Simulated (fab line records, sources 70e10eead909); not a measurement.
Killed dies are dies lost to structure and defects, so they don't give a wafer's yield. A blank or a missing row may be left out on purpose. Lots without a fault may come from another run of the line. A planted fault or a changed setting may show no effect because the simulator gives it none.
Problem report in the 8D (eight disciplines) form, filled by code | flow nand_harc | the parts of the form that need people (team, actions taken, sign-off) are left out

1. THE PROBLEM
killed_dies at NHARC_END_SORT_01 reads a mean of 151 on 1 wafer of 1 lot; wafers without a fault read 63 with a standard deviation of 18. That is +4.9 standard deviations from the usual mean.
First seen on wafer L197.3, day 28 19:59, on prober-02. The record holds 15 wafers of 5 lots with a number at this step. Rule for "out", or "out of limits": more than 4 standard deviations from the usual mean. The other wafers with a number count as sound.

2. WHAT IT IS AND WHAT IT IS NOT
question                    | is                           | is not
which readings at this step | killed_dies, killed_at_array | killed_at_other, killed_at_periphery, killed_open, killed_short
which lots                  | L197                         | L187, L199, L202, L203
which wafers of those lots  | L197.3                       | L197.2, L197.4
read on which gauges        | prober-02                    | prober-01
when                        | from day 28 19:59            | up to then (4 sound wafers); but 10 sound wafers of L197, L199, L202, L203 came after

3. SUSPECTS, AND WHAT RULES EACH OUT
Counting: a tool at a process step up to the reading stays a suspect if it ran every lot that is out. Sound lots after the first of them don't rule it out here, since some wafers of a struck lot are sound.
- the gauge at NHARC_END_SORT_01: kept. All the wafers that are out were read on prober-02, and no step on other tools shows them out.
- rie_diel-13 at NHARC_A_STAIRCASE_STRIP_461 (strips in O2/COS): kept. It ran the lot that is out, L197 (day 21 01:32); its last sound lot up to then is L199 (day 20 22:53).
- pecvd-03 at NHARC_THIN_TSV_DEP_47 (deposits SiO2, target thk 200 nm): kept. It ran the lot that is out, L197 (day 28 03:53).
- pvd_sputter-01 at NHARC_THIN_TSV_PRE_CLEAN_50 (time 30 s): kept. It ran the lot that is out, L197 (day 28 07:50). NHARC_THIN_TSV_PRE_CLEAN_50 gives no start for some lots, so the hours and the order of its lots are those of NHARC_THIN_TSV_CD_MEAS_33.
- Within pecvd-03 at NHARC_THIN_TSV_DEP_47: the wafers that are out ran in chamber 0; their sound lot-mates ran in chambers 1, 2.
Left after counting: rie_diel-13 at NHARC_A_STAIRCASE_STRIP_461, pecvd-03 at NHARC_THIN_TSV_DEP_47, pvd_sputter-01 at NHARC_THIN_TSV_PRE_CLEAN_50, prober-02 at NHARC_END_SORT_01.

4. THE CAUSE (what the simulator had put in)
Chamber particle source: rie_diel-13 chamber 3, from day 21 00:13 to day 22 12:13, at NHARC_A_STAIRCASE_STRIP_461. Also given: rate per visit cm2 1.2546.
Counting left 4 suspects, and this tool is among them.

5. THE CHAIN OF EFFECTS, in route order
Each row: a reading whose mean over the struck wafers that have a number lies more than 3 standard deviations from the usual. Only readings for which the record gives a usual standard deviation are gone through. hours: the time from each lot's start at the first step in this table that gives one to its start at this step, as a median over the lots. sigmas: the change in usual standard deviations.
hours | step              | reading         | usual | on struck wafers | change | sigmas
0     | NHARC_END_SORT_01 | killed_at_array | 58    | 149              | +91    | +4.8
0     | NHARC_END_SORT_01 | killed_dies     | 63    | 151              | +88    | +4.9

6. WHAT WOULD HAVE CAUGHT IT SOONER
In this record the first reading out of limits at a measuring or inspecting step was taken at day 28 19:59, 188 hours after the fault began at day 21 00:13.
All the lots that are out (1) had begun NHARC_A_STAIRCASE_STRIP_461 on rie_diel-13 by day 28 19:59. A hold on the tool at that time would have spared none of them.
